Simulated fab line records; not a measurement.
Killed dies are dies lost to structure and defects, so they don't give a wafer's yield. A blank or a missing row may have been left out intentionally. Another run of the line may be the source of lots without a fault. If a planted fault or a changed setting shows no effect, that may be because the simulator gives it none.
Chamber matching / flow n5 finfet / N5_BEOL_M7_CURE_74 on uv cure-01 has 3 sister chambers
The step cures SiCOH lowk, time 240 s. 3 wafers are shown with their chamber, then 12 later ones without.

== WAFERS, EACH WITH ITS CHAMBER ==
wafer=L085.6; chamber=0; wafer_temp_C_max=386.7
wafer=L086.6; chamber=2; wafer_temp_C_max=386.0
wafer=L087.6; chamber=1; wafer_temp_C_max=386.7

== WAFERS MISSING THEIR CHAMBER ==
wafer=L089.2; wafer_temp_C_max=386.3
wafer=L089.3; wafer_temp_C_max=385.6
wafer=L089.4; wafer_temp_C_max=385.9
wafer=L091.3; wafer_temp_C_max=386.1
wafer=L091.5; wafer_temp_C_max=386.2
wafer=L091.6; wafer_temp_C_max=385.5
wafer=L094.1; wafer_temp_C_max=386.5
wafer=L094.2; wafer_temp_C_max=386.1
wafer=L094.5; wafer_temp_C_max=385.9
wafer=L096.2; wafer_temp_C_max=386.9
wafer=L096.3; wafer_temp_C_max=386.5
wafer=L096.4; wafer_temp_C_max=386.9

== WHICH CHAMBER EACH WENT THROUGH ==
wafer=L089.2; from the rows above=can't be placed: 2 or 0 or 1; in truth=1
wafer=L089.3; from the rows above=2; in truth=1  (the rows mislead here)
wafer=L089.4; from the rows above=2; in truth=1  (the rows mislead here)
wafer=L091.3; from the rows above=2; in truth=2
wafer=L091.5; from the rows above=can't be placed: 2 or 0 or 1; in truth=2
wafer=L091.6; from the rows above=2; in truth=2
wafer=L094.1; from the rows above=can't be placed: 0 or 1 or 2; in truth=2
wafer=L094.2; from the rows above=2; in truth=2
wafer=L094.5; from the rows above=2; in truth=2
wafer=L096.2; from the rows above=can't be placed: 0 or 1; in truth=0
wafer=L096.3; from the rows above=can't be placed: 0 or 1 or 2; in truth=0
wafer=L096.4; from the rows above=can't be placed: 0 or 1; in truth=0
4 of 12 placed correctly. Not placeable from these rows: 6 (in 6, the candidates include the true chamber). Wrongly placed: 2.
How it was worked out, from the rows above alone: a wafer's distance from a chamber is the root of the sum, over the readings, of the square of ((its reading less the chamber's mean) divided by the reading's scatter). The wafer belongs to the nearest chamber; if the next one is less than 2 further off, it can't be placed. A chamber's mean is the mean of its shown wafers. The scatter: with one shown wafer a chamber, the root of the mean of the squares of how far each hidden wafer lies from its nearest shown one.
